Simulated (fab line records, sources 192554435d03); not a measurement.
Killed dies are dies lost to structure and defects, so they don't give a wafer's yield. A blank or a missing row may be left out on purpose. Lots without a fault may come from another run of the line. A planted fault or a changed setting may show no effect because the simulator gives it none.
Split-lot experiment | flow n5_finfet | 7 lots, 39 wafers read, on a route of 1938 steps

THE SPLIT
At N5_PMOS_HMC_CHANNEL_EPI_DEVELOP_08 (develop time 30 s), the setting develop_time_s was moved away from the recipe's 30 s on 18 of the 39 wafers read, by -51.7% to +56.2%. The other wafers ran this setting at the recipe's value.

The file shows no step between the split and the reading.

THE READING
PMOS_HMC_CHANNEL_EPI.cd_nm (the simulator's own value, which no gauge read), in nm, at N5_PMOS_HMC_CHANNEL_EPI_DESCUM_14 (chemistry O2, time 7.9 s). The file gives no usual value for it. The 21 wafers here that ran the recipe average 237.7 nm, standard deviation 1.1 nm.

wafer  | tool, chamber at the split | develop_time_s as run, s | against the recipe | PMOS_HMC_CHANNEL_EPI.cd_nm, nm | against lot-mates on the recipe
L078.1 | litho_track-01, 0          | 46.87                    | +56.2%             | 239.4                          | +1.5
L078.2 | litho_track-01, 0          | 46.87                    | +56.2%             | 241.6                          | +3.7
L078.3 | litho_track-01, 0          | 30                       | recipe             | 237.8                          | -
L078.4 | litho_track-01, 0          | 30                       | recipe             | 237.8                          | -
L078.5 | litho_track-01, 0          | 46.87                    | +56.2%             | 239.9                          | +2.0
L078.6 | litho_track-01, 0          | 30                       | recipe             | 238                            | -
L081.1 | litho_track-03, 0          | 30                       | recipe             | 236.5                          | -
L081.6 | litho_track-03, 0          | 30                       | recipe             | 236.5                          | -
L081.2 | litho_track-03, 0          | 38.3                     | +27.7%             | 237.9                          | +1.6
L081.3 | litho_track-03, 0          | 38.3                     | +27.7%             | 236.7                          | +0.4
L081.4 | litho_track-03, 0          | 38.3                     | +27.7%             | 238.2                          | +1.9
L081.5 | litho_track-03, 0          | 30                       | recipe             | 235.8                          | -
L083.2 | litho_track-01, 0          | 30                       | recipe             | 237.1                          | -
L083.4 | litho_track-01, 0          | 30                       | recipe             | 238                            | -
L083.5 | litho_track-01, 0          | 30                       | recipe             | 238.2                          | -
L086.1 | litho_track-01, 0          | 37.46                    | +24.9%             | 238.8                          | -0.2
L086.2 | litho_track-01, 0          | 30                       | recipe             | 239                            | -
L086.3 | litho_track-01, 0          | 37.46                    | +24.9%             | 239.7                          | +0.7
L086.4 | litho_track-01, 0          | 30                       | recipe             | 238.7                          | -
L086.5 | litho_track-01, 0          | 30                       | recipe             | 239.4                          | -
L086.6 | litho_track-01, 0          | 37.46                    | +24.9%             | 240                            | +1.0
L089.1 | litho_track-03, 0          | 30                       | recipe             | 237.8                          | -
L089.2 | litho_track-03, 0          | 23.17                    | -22.8%             | 237                            | -1.8
L089.6 | litho_track-03, 0          | 23.17                    | -22.8%             | 237                            | -1.8
L089.3 | litho_track-03, 0          | 30                       | recipe             | 239.1                          | -
L089.4 | litho_track-03, 0          | 30                       | recipe             | 239.5                          | -
L089.5 | litho_track-03, 0          | 23.17                    | -22.8%             | 237.2                          | -1.6
L095.1 | litho_track-01, 0          | 30                       | recipe             | 237.6                          | -
L095.2 | litho_track-01, 0          | 14.5                     | -51.7%             | 233                            | -4.3
L095.3 | litho_track-01, 0          | 30                       | recipe             | 237                            | -
L095.4 | litho_track-01, 0          | 14.5                     | -51.7%             | 233.5                          | -3.8
L095.5 | litho_track-01, 0          | 14.5                     | -51.7%             | 233.1                          | -4.2
L095.6 | litho_track-01, 0          | 30                       | recipe             | 237.3                          | -
L096.1 | litho_track-05, 0          | 43.7                     | +45.7%             | 239                            | +2.5
L096.2 | litho_track-05, 0          | 30                       | recipe             | 237.7                          | -
L096.3 | litho_track-05, 0          | 43.7                     | +45.7%             | 240.3                          | +3.8
L096.4 | litho_track-05, 0          | 43.7                     | +45.7%             | 241.3                          | +4.8
L096.5 | litho_track-05, 0          | 30                       | recipe             | 236.3                          | -
L096.6 | litho_track-05, 0          | 30                       | recipe             | 235.6                          | -

THE FIT
A straight line over all 39 wafers: PMOS_HMC_CHANNEL_EPI.cd_nm changes by +0.058 nm for each +1% of develop_time_s; r = +0.81; the points scatter about the line by 1.1 nm.
The same after taking each lot's own level away (the mean of its wafers on the recipe; 39 wafers): +0.0634 nm for each +1%; r = +0.91; scatter 0.79 nm.
On that fit, the largest move of develop_time_s shifts the reading by 3.6 nm.
The lots' own levels span 236.27 to 239.03 nm, that is 2.5 times the standard deviation above.
So the lot-to-lot level changes the slope little: the two slopes agree.
Check: with one of the wafers moved furthest among these (+56.2%) left out of the fit, the line predicts +3.57 nm for it against its lot-mates. It came out at +1.53 nm against them.

THE FILE'S OWN FIT
PMOS_HMC_CHANNEL_EPI.cd_nm changes by +0.0614 nm for each +1% of develop_time_s, r = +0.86.
